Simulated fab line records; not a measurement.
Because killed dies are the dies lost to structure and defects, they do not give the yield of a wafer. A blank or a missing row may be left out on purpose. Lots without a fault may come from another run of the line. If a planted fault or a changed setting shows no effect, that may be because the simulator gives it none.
Split-lot experiment || flow n5-finfet || on a route of 1938 steps: 7 lots, 21 wafers read

ABOUT THE SPLIT
At N5_GATE_CUT_DESCUM_18 (chemistry O2, time 7 s), the setting time-s was moved away from the recipe's 7 s on 5 of the 21 wafers read, by -12.1% to +9.2%. This setting was run at the recipe's value on the other wafers.

There is no step in the file separating the split from the reading.

THE READING
CAR-EUV_of_GATE_CUT_COAT_07.thk-nm (the simulator's own value, which no gauge read), in nm, at N5_GATE_CUT_ETCH_28 (etches underlayer in N2/H2, target depth 13 nm, time 10.4 s). The file does not state a usual value for it. Average 14.7 nm, standard deviation 0.093 nm, over the 16 wafers here run with the recipe.

{"wafer": "L076.1", "tool, chamber at the split": "rie-diel-04, 2", "time-s as run, s": 7, "against the recipe": "recipe", "CAR-EUV_of_GATE_CUT_COAT_07.thk-nm, nm": 14.6, "against lot-mates on the recipe": "-"}
{"wafer": "L076.2", "tool, chamber at the split": "rie-diel-04, 1", "time-s as run, s": 6.153, "against the recipe": "-12.1%", "CAR-EUV_of_GATE_CUT_COAT_07.thk-nm, nm": 15.2, "against lot-mates on the recipe": "+0.6"}
{"wafer": "L076.3", "tool, chamber at the split": "rie-diel-04, 3", "time-s as run, s": 7, "against the recipe": "recipe", "CAR-EUV_of_GATE_CUT_COAT_07.thk-nm, nm": 14.6, "against lot-mates on the recipe": "-"}
{"wafer": "L077.1", "tool, chamber at the split": "rie-diel-03, 2", "time-s as run, s": 7, "against the recipe": "recipe", "CAR-EUV_of_GATE_CUT_COAT_07.thk-nm, nm": 14.8, "against lot-mates on the recipe": "-"}
{"wafer": "L077.4", "tool, chamber at the split": "rie-diel-03, 1", "time-s as run, s": 7, "against the recipe": "recipe", "CAR-EUV_of_GATE_CUT_COAT_07.thk-nm, nm": 14.6, "against lot-mates on the recipe": "-"}
{"wafer": "L077.6", "tool, chamber at the split": "rie-diel-03, 0", "time-s as run, s": 7, "against the recipe": "recipe", "CAR-EUV_of_GATE_CUT_COAT_07.thk-nm, nm": 14.6, "against lot-mates on the recipe": "-"}
{"wafer": "L080.2", "tool, chamber at the split": "rie-diel-03, 0", "time-s as run, s": 7, "against the recipe": "recipe", "CAR-EUV_of_GATE_CUT_COAT_07.thk-nm, nm": 14.8, "against lot-mates on the recipe": "-"}
{"wafer": "L080.3", "tool, chamber at the split": "rie-diel-03, 1", "time-s as run, s": 6.482, "against the recipe": "-7.4%", "CAR-EUV_of_GATE_CUT_COAT_07.thk-nm, nm": 15, "against lot-mates on the recipe": "+0.2"}
{"wafer": "L080.5", "tool, chamber at the split": "rie-diel-03, 3", "time-s as run, s": 6.482, "against the recipe": "-7.4%", "CAR-EUV_of_GATE_CUT_COAT_07.thk-nm, nm": 15, "against lot-mates on the recipe": "+0.2"}
{"wafer": "L083.2", "tool, chamber at the split": "rie-diel-04, 2,0", "time-s as run, s": 7, "against the recipe": "recipe", "CAR-EUV_of_GATE_CUT_COAT_07.thk-nm, nm": 14.6, "against lot-mates on the recipe": "-"}
{"wafer": "L083.6", "tool, chamber at the split": "rie-diel-04, 2,0", "time-s as run, s": 7, "against the recipe": "recipe", "CAR-EUV_of_GATE_CUT_COAT_07.thk-nm, nm": 14.6, "against lot-mates on the recipe": "-"}
{"wafer": "L083.4", "tool, chamber at the split": "rie-diel-04, 3", "time-s as run, s": 7, "against the recipe": "recipe", "CAR-EUV_of_GATE_CUT_COAT_07.thk-nm, nm": 14.6, "against lot-mates on the recipe": "-"}
{"wafer": "L084.2", "tool, chamber at the split": "rie-diel-05, 2", "time-s as run, s": 7, "against the recipe": "recipe", "CAR-EUV_of_GATE_CUT_COAT_07.thk-nm, nm": 14.8, "against lot-mates on the recipe": "-"}
{"wafer": "L084.4", "tool, chamber at the split": "rie-diel-05, 3", "time-s as run, s": 7, "against the recipe": "recipe", "CAR-EUV_of_GATE_CUT_COAT_07.thk-nm, nm": 14.8, "against lot-mates on the recipe": "-"}
{"wafer": "L084.6", "tool, chamber at the split": "rie-diel-05, 3", "time-s as run, s": 7, "against the recipe": "recipe", "CAR-EUV_of_GATE_CUT_COAT_07.thk-nm, nm": 14.8, "against lot-mates on the recipe": "-"}
{"wafer": "L093.1", "tool, chamber at the split": "rie-diel-04, 1", "time-s as run, s": 7.647, "against the recipe": "+9.2%", "CAR-EUV_of_GATE_CUT_COAT_07.thk-nm, nm": 14.4, "against lot-mates on the recipe": -0.2}
{"wafer": "L093.2", "tool, chamber at the split": "rie-diel-04, 0", "time-s as run, s": 7, "against the recipe": "recipe", "CAR-EUV_of_GATE_CUT_COAT_07.thk-nm, nm": 14.6, "against lot-mates on the recipe": "-"}
{"wafer": "L093.4", "tool, chamber at the split": "rie-diel-04, 2", "time-s as run, s": 7.647, "against the recipe": "+9.2%", "CAR-EUV_of_GATE_CUT_COAT_07.thk-nm, nm": 14.2, "against lot-mates on the recipe": -0.4}
{"wafer": "L094.2", "tool, chamber at the split": "rie-diel-03, 1", "time-s as run, s": 7, "against the recipe": "recipe", "CAR-EUV_of_GATE_CUT_COAT_07.thk-nm, nm": 14.6, "against lot-mates on the recipe": "-"}
{"wafer": "L094.4", "tool, chamber at the split": "rie-diel-03, 0", "time-s as run, s": 7, "against the recipe": "recipe", "CAR-EUV_of_GATE_CUT_COAT_07.thk-nm, nm": 14.6, "against lot-mates on the recipe": "-"}
{"wafer": "L094.3", "tool, chamber at the split": "rie-diel-03, 3", "time-s as run, s": 7, "against the recipe": "recipe", "CAR-EUV_of_GATE_CUT_COAT_07.thk-nm, nm": 14.6, "against lot-mates on the recipe": "-"}
Where a row lists several chambers, the file gives one row for several wafers and doesn't say which wafer went through which chamber.

FIT RESULTS
A straight line over all 21 wafers: CAR-EUV_of_GATE_CUT_COAT_07.thk-nm changes by -0.0425 nm for each +1% of time-s; r = -0.91; the points scatter about the line by 0.092 nm.
The same after taking each lot's own level away (the mean of its wafers on the recipe; 21 wafers): -0.0369 nm for each +1%; r = -0.93; scatter 0.066 nm.
Per that fit: largest time-s move, reading shift of 0.45 nm.
From 14.60 to 14.80 nm: that is the span of the lots' own levels, equal to 2.2 times the standard deviation above.
In other words, the slope is changed by the lot-to-lot level; the two fits disagree.
Check: with one of the wafers moved furthest among these (-12.1%) left out of the fit, the line predicts +0.362 nm for it against its lot-mates. Against them it came out at +0.6 nm.

OTHER SPLITS ON THESE WAFERS
These wafers also went through other splits before the reading. Each is held against what the fit with the lots' levels taken away leaves over:
{"other split on the same wafers": "N5_HKMG_FIN_ETCH_58 source-w", "wafers away from the commonest value": 4, "r with CAR-EUV_of_GATE_CUT_COAT_07.thk-nm (lot level and that fit taken away)": "+0.37"}
{"other split on the same wafers": "N5_GATE_CUT_EXPOSE_10 dose-mj", "wafers away from the commonest value": 8, "r with CAR-EUV_of_GATE_CUT_COAT_07.thk-nm (lot level and that fit taken away)": -0.22}

THE WHOLE CHAIN: every reading that the file lists as answering this split, in the file's order
{"step": "N5_GATE_CUT_DESCUM_18", "what it does": "chemistry O2, time 7 s", "reading": "CAR-EUV_of_GATE_CUT_COAT_07.thk-nm (the simulator's own value, which no gauge read)", "change (the file's fit)": "-0.035 nm for each +1% of the setting", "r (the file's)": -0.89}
{"step": "N5_GATE_CUT_ETCH_28", "what it does": "etches underlayer in N2/H2, target depth 13 nm, time 10.4 s", "reading": "CAR-EUV_of_GATE_CUT_COAT_07.thk-nm (the simulator's own value, which no gauge read)", "change (the file's fit)": "-0.0402 nm for each +1% of the setting", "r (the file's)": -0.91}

FILE'S OWN FIT
CAR-EUV_of_GATE_CUT_COAT_07.thk-nm changes by -0.0402 nm for each +1% of time-s, r = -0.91.
